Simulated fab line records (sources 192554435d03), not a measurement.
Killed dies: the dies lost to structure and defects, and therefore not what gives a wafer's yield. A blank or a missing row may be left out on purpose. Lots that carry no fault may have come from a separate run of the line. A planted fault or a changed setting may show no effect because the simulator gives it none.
fab line records | flow n5-finfet
record lots=7 wafers=21
route steps=1938 shown BEOL_M10@1512 BEOL_M11@1587 BEOL_M13@1694 BEOL_M14@1762 BEOL_M15@1819 PASSIVATION@1910
start-h: start of the lot's first displayed wafer, in hours after the record's first day | wait-h: hours elapsed since this lot's preceding step | " same as the row above | L1.1+2: a single row standing in for several wafers | - either no value or no given start | * or withheld: withheld | < > ~ a bound
route shown NAME@n: a module of which the file shows steps, and the number in the route of the first | usual: mean and standard deviation over wafers with no fault | same: alike in all rows | chamber/n: place in a boat | sites: each site's reading | _std_site: standard deviation across them | _edge_site: the outer-site mean with the inner-site mean subtracted | radius-mm: for every site, how far away it sits from the centre of the wafer | mask NAME#n: copy n | behind: the last tool/chamber to shape the wafer | hold: the reason the lot was held/the length of the hold in hours/how it ended | device: names the non-switching transistor (n, p or np) | end of line: tests of these same wafers at the route's end | where a step has no rows: the recipe by itself | killed: dies lost to structure and defects at the first sort, not the wafer's yield | map: a wafer's dies, x killed, . not, _ none there
set.NAME: the setting the step ran with; set.NAME@STEP: the setting that earlier step ran with | model.NAME: the simulator's own value behind a step, which no gauge read
lots with deliberately changed settings; one table per step, one row per wafer
## steps
# step N5_BEOL_M10_TRENCH_ETCH_37
# recipe chemistry=C4F6/O2 target-depth-a=1488.3 target=SiCOH_lowk time-s=48 ion-energy-ev=250 pressure-mtorr=30 source-w=345 bias-w=185 Ar_flow_sccm=300 C4F6_flow_sccm=10 O2_flow_sccm=10
# columns lot.wafer tool chamber start-h wait-h set.time-s model.etch.depth-nm model.BEOL_M10.feature-depth-nm model.TiN_of_BEOL_M10_HM_DEP_02.thk-nm
L081.2 rie-diel-02 1 - - 48 145.8 145.8 15.8
L081.3 " 2 " " 48 150.1 150 16
L081.4 " 3 " " 48 147.9 148 15.6
L082.1 rie-diel-06 1 - - 39.17 118.9 119 16.6
L082.4 " 0 " " 39.17 122 122 16.2
L082.5 " 1 " " 48 146.4 146.4 15.6
L083.1 rie-diel-02 2 - - 48 147.1 147.2 15.8
L083.4 " 0 " " 48 144.5 144.4 16
L083.6 " 3 " " 48 146 146 15.8
L089.2 rie-diel-06 1 - - 48 147.1 147 15.8
L089.3 " 3 " " 48 152.7 152.8 15.6
L089.6 " 3 " " 48 151.9 151.8 15.8
L092.4 rie-diel-01 2 - - 48 150.2 150.2 15.8
L092.5 " 0 " " 48 145.3 145.4 15.8
L092.6 " 3 " " 48 152.7 152.8 16
L094.2 rie-diel-06 3 - - 48 150.1 150 15.6
L094.4 " 1 " " 39.85 120.2 120.2 16.8
L094.6 " 1 " " 48 145.4 145.4 15.8
L093.1 rie-diel-02 3 - - 56.91 181.8 181.8 14.6
L093.3 " 1 " " 56.91 173.8 173.8 15.2
L093.5 " 0 " " 48 152.6 152.6 16
# step N5_BEOL_M10_ETCH_41
# recipe chemistry=CH3F/O2 target=SiCN target-depth-a=426 taper-deg=2 time-s=86 ion-energy-ev=120 mask-material=TiN pressure-mtorr=30 source-w=395 bias-w=75 Ar_flow_sccm=150 CH3F_flow_sccm=30 O2_flow_sccm=20
# step N5_BEOL_M10_STRIP_77
# recipe chemistry=N2/H2 time-s=10 power-w=450 temp-c=40 pressure-mtorr=20 rf-frequency-hz=6e+07 bias-power-w=7 n2-flow-sccm=200 h2-flow-sccm=200
# step N5_BEOL_M10_OCD_MEAS_38
# usual trench-depth-nm=148/3
# columns lot.wafer tool chamber start-h wait-h set.time-s@BEOL_M10_TRENCH_ETCH_37 trench-depth-nm
L081.2 ocd-01 - 268.52 - 48 145
L081.3 " - " " 48 150
L081.4 " - " " 48 149
L082.1 ocd-02 - 275.92 - 39.17 120
L082.4 " - " " 39.17 122
L082.5 " - " " 48 146
L083.1 ocd-02 - 286.18 - 48 147
L083.4 " - " " 48 144
L083.6 " - " " 48 146
L089.2 ocd-01 - 319.58 - 48 147
L089.3 " - " " 48 153
L089.6 " - " " 48 152
L092.4 ocd-01 - 340.34 - 48 150
L092.5 " - " " 48 145
L092.6 " - " " 48 153
L094.2 ocd-02 - 358.12 - 48 150
L094.4 " - " " 39.85 120
L094.6 " - " " 48 145
L093.1 ocd-02 - 369.44 - 56.91 182
L093.3 " - " " 56.91 174
L093.5 " - " " 48 153
# step N5_BEOL_M10_HM_STRIP_39
# recipe chemistry=peroxide-tin-strip material=TiN target-depth-a=250 temp-c=50 time-s=158
# step N5_BEOL_M10_SRD_40
# recipe time-s=30 temp-c=23 rinse-liquid=diw dry=ipa-marangoni
# step N5_BEOL_M10_ECD_50
# recipe material=Cu target-thk-a=3180
# step N5_BEOL_M10_ANNEAL_51
# recipe temp-c=225 time-s=90 ambient=N2
# step N5_BEOL_M10_CMP_52
# recipe stop-on=SiCOH_lowk t-overpolish-s=7 down-force-psi=1 platen-rpm=50 clearing-platen-down-force-psi=1.5 clearing-platen-rpm=50 post-cmp-clean=cu-alkaline target-thk-nm=140 clearing-platen-pad-velocity-m-s=0.99484 pad-velocity-m-s=0.99484
# columns lot.wafer tool chamber start-h wait-h set.time-s@BEOL_M10_TRENCH_ETCH_37 model.Cu_of_BEOL_M10_ECD_50.thk-nm
L081.3 cmp-02 3 270.81 0.2 48 140.8
L081.2 " 1 " " 48 136.6
L081.4 " 2 " " 48 139.4
L082.1 cmp-02 3 278.51 0.3 39.17 108.2
L082.4 " 2 " " 39.17 111
L082.5 " 3 " " 48 135.4
L083.1 cmp-03 1 290.51 0.3 48 138.6
L083.4 " 3 " " 48 135
L083.6 " 1 " " 48 138
L089.3 cmp-03 0 322.79 0.2 48 145
L089.2 " 2 " " 48 137.6
L089.6 " 0 " " 48 143.2
L092.4 cmp-03 0 342.64 0.3 48 141.4
L092.6 " 1 " " 48 146.2
L092.5 " 2 " " 48 137.2
L094.2 cmp-02 1 360.35 0.2 48 140.2
L094.4 " 2 " " 39.85 109
L094.6 " 1 " " 48 136
L093.1 cmp-04 2 371.58 0.3 56.91 173.4
L093.3 " 3 " " 56.91 166.2
L093.5 " 0 " " 48 143.8
# step N5_BEOL_M10_THK_MEAS_53
# recipe thk-meas-gauge=xrf reads=Cu_of_BEOL_M10_ECD_50
# usual M10_THK=138/3.6
# columns lot.wafer tool chamber start-h wait-h set.time-s@BEOL_M10_TRENCH_ETCH_37 M10_THK[nm]
L081.2 film-metro-01 - 271.10 - 48 137
L081.3 " - " " 48 141
L081.4 " - " " 48 139
L082.1 film-metro-02 - 278.80 - 39.17 109
L082.4 " - " " 39.17 112
L082.5 " - " " 48 136
L083.1 film-metro-01 - 290.80 - 48 137
L083.4 " - " " 48 133
L083.6 " - " " 48 137
L089.2 film-metro-01 - 323.09 - 48 137
L089.3 " - " " 48 144
L089.6 " - " " 48 143
L092.4 film-metro-02 - 342.82 - 48 141
L092.5 " - " " 48 137
L092.6 " - " " 48 146
L094.2 film-metro-02 - 360.65 - 48 141
L094.4 " - " " 39.85 110
L094.6 " - " " 48 137
L093.1 film-metro-01 - 371.80 - 56.91 173
L093.3 " - " " 56.91 166
L093.5 " - " " 48 144
# step N5_BEOL_M10_PRE_CLEAN_55
# recipe gas=NH3 time-s=15 temp-c=withheld rf-power-w=300
# step N5_BEOL_M10_DEP_56
# recipe material=SiCN target-thk-a=150 temp-c=withheld precursor=3MS/NH3 pressure-torr=3 rf-w=202 time-s=26.5
# step N5_BEOL_M10_RS_MEAS_57
# recipe thk-meas-gauge=four-point-probe reads=Cu_of_BEOL_M10_ECD_50+Co_of_BEOL_M10_CVD_75+TaN_of_BEOL_M10_ALD_74
# usual M10_RS=0.152/0.0042
# columns lot.wafer tool chamber start-h wait-h set.time-s@BEOL_M10_TRENCH_ETCH_37 M10_RS[ohm/sq]
L081.2 film-metro-02 - 271.24 0.1 48 0.155
L081.3 " - " " 48 0.150
L081.4 " - " " 48 0.152
L082.1 film-metro-02 - 278.94 0.1 39.17 0.202
L082.4 " - " " 39.17 0.196
L082.5 " - " " 48 0.157
L083.1 film-metro-01 - 290.94 0.1 48 0.153
L083.4 " - " " 48 0.158
L083.6 " - " " 48 0.153
L089.2 film-metro-01 - 323.26 0.1 48 0.154
L089.3 " - " " 48 0.145
L089.6 " - " " 48 0.147
L092.4 film-metro-02 - 342.96 0.0 48 0.149
L092.5 " - " " 48 0.154
L092.6 " - " " 48 0.144
L094.2 film-metro-02 - 360.78 0.1 48 0.151
L094.4 " - " " 39.85 0.200
L094.6 " - " " 48 0.156
L093.1 film-metro-01 - 371.94 0.1 56.91 0.120
L093.3 " - " " 56.91 0.125
L093.5 " - " " 48 0.147
# step N5_BEOL_M11_CURE_72
# recipe temp-c=370 time-s=120 ambient=DMADMS/He material=SiCOH_lowk
# usual lamp-power-pct=52.31/0.054
# columns lot.wafer tool chamber start-h wait-h set.time-s lamp-power-pct
L081.2 uv-cure-03 0 276.37 0.3 120 52.34
L081.3 " 0 " " 120 52.34
L081.4 " 0 " " 120 52.34
L082.1 uv-cure-02 1 285.94 0.0 110.9 52.29
L082.4 " 1 " " 120 52.31
L082.5 " 1 " " 120 52.39
L083.1 uv-cure-03 2 296.72 0.0 120 52.25
L083.4 " 2 " " 120 52.39
L083.6 " 2 " " 120 52.25
L089.2 uv-cure-02 2 329.51 0.1 120 52.28
L089.3 " 2 " " 120 52.23
L089.6 " 2 " " 120 52.35
L092.4 uv-cure-02 1 349.93 0.2 136.7 51.60
L092.5 " 1 " " 120 52.35
L092.6 " 1 " " 136.7 51.63
L094.2 uv-cure-02 0 365.42 0.3 98.35 52.29
L094.4 " 0 " " 120 52.32
L094.6 " 0 " " 98.35 52.36
L093.1 uv-cure-03 1 379.98 0.0 142.9 51.24
L093.3 " 1 " " 120 52.31
L093.5 " 1 " " 120 52.23
# step N5_BEOL_M11_ALD_74
# recipe material=TaN target-thk-a=20 temp-c=275 ald-precursor-family=PDMAT ald-co-reactant=NH3 pressure-torr=3 carrier-flow-sccm=1500 pulse-time-s=2 purge-time-s=3 co-reactant-purge-time-s=2 co-reactant-pulse-time-s=3 ald-cycles=40 precursor-vessel-temp-c=75 precursor-vessel-pressure-torr=26.25 precursor-vessel-carrier-sccm=1000
# columns lot.wafer tool chamber start-h wait-h set.ald-cycles model.TaN_of_BEOL_M11_ALD_74.thk-nm
L081.2 ald-metal-01 3 276.76 0.0 40 2
L081.3+4 " 0,2 " " 34 1.8
L082.1+4 ald-metal-03 1,0 286.68 0.0 40 2
L082.5 " 1 " " 34 1.6
L083.1+4+6 ald-metal-01 2,0,1 297.79 0.0 40 2
L089.2+3+6 ald-metal-01 3,0,1 330.52 0.0 40 2
L092.4+5+6 ald-metal-01 1,1,0 350.20 0.0 40 2
L094.2 ald-metal-02 0 366.09 0.0 40 2
L094.4+6 " 2,1 " " 46 2.4
L093.1+3 ald-metal-02 0,1 382.16 0.0 40 2
L093.5 " 1 " " 43 2.2
# step N5_BEOL_M13_ETCH_68
# recipe chemistry=N2/H2 target=SOC mask-material=SiARC source-w=3000 bias-w=350 temp-c=40 time-s=355 ion-energy-ev=200 pressure-mtorr=30 n2-flow-sccm=200 h2-flow-sccm=200
# columns lot.wafer tool chamber start-h wait-h set.time-s model.SiARC_of_BEOL_M13_COAT_66.thk-nm
L081.2+3 rie-diel-04 2,0 288.50 0.1 355 77
L081.4 " 1 " " 355 77.8
L082.1 rie-diel-03 0 301.21 0.1 296.7 82.2
L082.4 " 1 " " 355 76.6
L082.5 " 1 " " 296.7 82
L083.1+4 rie-diel-04 0 308.42 0.1 355 76.8
L083.6 " 2 " " 355 77.2
L089.2+6 rie-diel-03 2 339.35 0.1 293.9 82
L089.3 " 3 " " 355 76.4
L092.4 rie-diel-04 2 365.35 0.1 416.3 71.8
L092.5+6 " 3,2 " " 355 76.8
L094.2 rie-diel-04 3 374.63 0.1 380.6 74
L094.4 " 1 " " 355 77.4
L094.6 " 0 " " 380.6 74.8
L093.1 rie-diel-04 1 390.32 0.1 355 77.6
L093.3 " 2 " " 412.6 72
L093.5 " 1 " " 412.6 72.2
# step N5_BEOL_M14_SPUTTER_43
# recipe material=TaN target-thk-a=150 temp-c=50 bias-v=168.6 power-w=15000 chamber-pressure-pa=0.12 time-s=24.19
# columns lot.wafer tool chamber start-h wait-h set.power-w model.TaN_of_BEOL_M14_SPUTTER_43.thk-nm
L081.2+3 pvd-sputter-01 - 295.68 0.0 13990 14.2
L081.4 " - " " 13990 14
L082.1 pvd-sputter-02 - 307.71 0.0 16740 16.6
L082.4 " - " " 16740 17
L082.5 " - " " 15000 15
L083.1 pvd-sputter-02 - 316.83 0.0 15000 15.2
L083.4+6 " - " " 15000 15
L089.2 pvd-sputter-03 - 346.92 0.0 15000 14.8
L089.3 " - " " 15000 15.2
L089.6 " - " " 15000 15
L092.4 pvd-sputter-03 - 371.53 0.0 15000 15.2
L092.5 " - " " 17060 17
L092.6 " - " " 15000 14.8
L094.2 pvd-sputter-03 - 383.48 0.0 15000 15
L094.4 " - " " 15000 15.2
L094.6 " - " " 15000 15.4
L093.1+5 pvd-sputter-01 - 395.62 0.0 15000 15
L093.3 " - " " 14140 14
# step N5_BEOL_M15_SPUTTER_43
# recipe material=TaN target-thk-a=150 temp-c=50 bias-v=168.6 power-w=15000 chamber-pressure-pa=0.12 time-s=24.19
# columns lot.wafer tool chamber start-h wait-h set.time-s model.TaN_of_BEOL_M15_SPUTTER_43.thk-nm
L081.2 pvd-sputter-02 - 302.12 0.0 24.19 14.8
L081.3+4 " - " " 24.19 15
L082.1 pvd-sputter-03 - 314.05 0.0 26.85 17
L082.4 " - " " 24.19 14.8
L082.5 " - " " 24.19 15.2
L083.1+4+6 pvd-sputter-03 - 322.17 0.0 24.19 15
L089.2 pvd-sputter-03 - 354.88 0.0 24.19 15.6
L089.3 " - " " 21.27 13.4
L089.6 " - " " 24.19 15
L092.4+5 pvd-sputter-02 - 379.28 0.0 21.81 13.4
L092.6 " - " " 21.81 13.6
L094.2 pvd-sputter-01 - 389.80 0.0 25.82 16
L094.4 " - " " 25.82 16.2
L094.6 " - " " 24.19 15.2
L093.1 pvd-sputter-03 - 400.74 0.0 20.91 13
L093.3+5 " - " " 20.91 13.2
# step N5_PASSIVATION_ETCH_59
# recipe chemistry=Cl2/BCl3 target=TaN target-depth-a=650 time-s=34.9 ion-energy-ev=100 pressure-mtorr=10 icp-w=900 bias-w=100 Cl2_flow_sccm=60 bcl3-flow-sccm=30
# columns lot.wafer tool chamber start-h wait-h set.time-s model.etch.depth-nm
L081.2 rie-metal-01 1 312.35 0.3 34.9 66.35
L081.3 " 0 " " 34.9 63.61
L081.4 " 1 " " 32.73 62.4
L082.1 rie-metal-02 1 323.80 0.3 34.9 64.41
L082.4 " 1 " " 31.19 57.45
L082.5 " 0 " " 31.19 58.2
L083.1 rie-metal-03 1 332.39 0.3 34.9 64.1
L083.4 " 1 " " 34.9 63.16
L083.6 " 1 " " 34.9 63.37
L089.2 rie-metal-02 1 367.56 0.3 34.9 65.54
L089.3 " 0 " " 34.9 65.75
L089.6 " 1 " " 34.9 65.44
L092.4 rie-metal-02 0 391.55 0.2 38.23 71.66
L092.5 " 1 " " 38.23 71.21
L092.6 " 0 " " 34.9 65.14
L094.2 rie-metal-03 1 400.41 0.3 34.9 63.92
L094.4 " 0 " " 34.9 65.59
L094.6 " 1 " " 34.9 64.27
L093.1 rie-metal-03 1 413.64 0.3 34.9 64.72
L093.3 " 0 " " 34.9 65.63
L093.5 " 1 " " 34.9 65.03
## key
split step=N5_BEOL_M10_TRENCH_ETCH_37 setting=time-s stated=48 by=wafer
response step=N5_BEOL_M10_TRENCH_ETCH_37 reading=model.etch.depth-nm change=+1.45 per=1% r=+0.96
response step=N5_BEOL_M10_TRENCH_ETCH_37 reading=model.BEOL_M10.feature-depth-nm change=+1.45 per=1% r=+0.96
response step=N5_BEOL_M10_TRENCH_ETCH_37 reading=model.TiN_of_BEOL_M10_HM_DEP_02.thk-nm change=-0.0554 per=1% r=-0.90
response step=N5_BEOL_M10_OCD_MEAS_38 reading=trench-depth-nm change=+1.45 per=1% r=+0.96
response step=N5_BEOL_M10_CMP_52 reading=model.Cu_of_BEOL_M10_ECD_50.thk-nm change=+1.49 per=1% r=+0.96
response step=N5_BEOL_M10_THK_MEAS_53 reading=M10_THK change=+1.49 per=1% r=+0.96
response step=N5_BEOL_M10_RS_MEAS_57 reading=M10_RS change=-0.00207 per=1% r=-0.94
split step=N5_BEOL_M11_CURE_72 setting=time-s stated=120 by=wafer
response step=N5_BEOL_M11_CURE_72 reading=lamp-power-pct shape=bent at-lowest=* at-stated=* at-highest=*
split step=N5_BEOL_M11_ALD_74 setting=ald-cycles stated=40 by=wafer
response step=N5_BEOL_M11_ALD_74 reading=model.TaN_of_BEOL_M11_ALD_74.thk-nm shape=bent at-lowest=1.733 at-stated=2 at-highest=2.4
split step=N5_BEOL_M13_ETCH_68 setting=time-s stated=355 by=wafer
response step=N5_BEOL_M13_ETCH_68 reading=model.SiARC_of_BEOL_M13_COAT_66.thk-nm change=-0.326 per=1% r=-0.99
split step=N5_BEOL_M14_SPUTTER_43 setting=power-w stated=15000 by=wafer
response step=N5_BEOL_M14_SPUTTER_43 reading=model.TaN_of_BEOL_M14_SPUTTER_43.thk-nm change=+0.152 per=1% r=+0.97
split step=N5_BEOL_M15_SPUTTER_43 setting=time-s stated=24.19 by=wafer
response step=N5_BEOL_M15_SPUTTER_43 reading=model.TaN_of_BEOL_M15_SPUTTER_43.thk-nm change=+0.163 per=1% r=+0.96
split step=N5_PASSIVATION_ETCH_59 setting=time-s stated=34.9 by=wafer
response step=N5_PASSIVATION_ETCH_59 reading=model.etch.depth-nm change=+0.602 per=1% r=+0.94
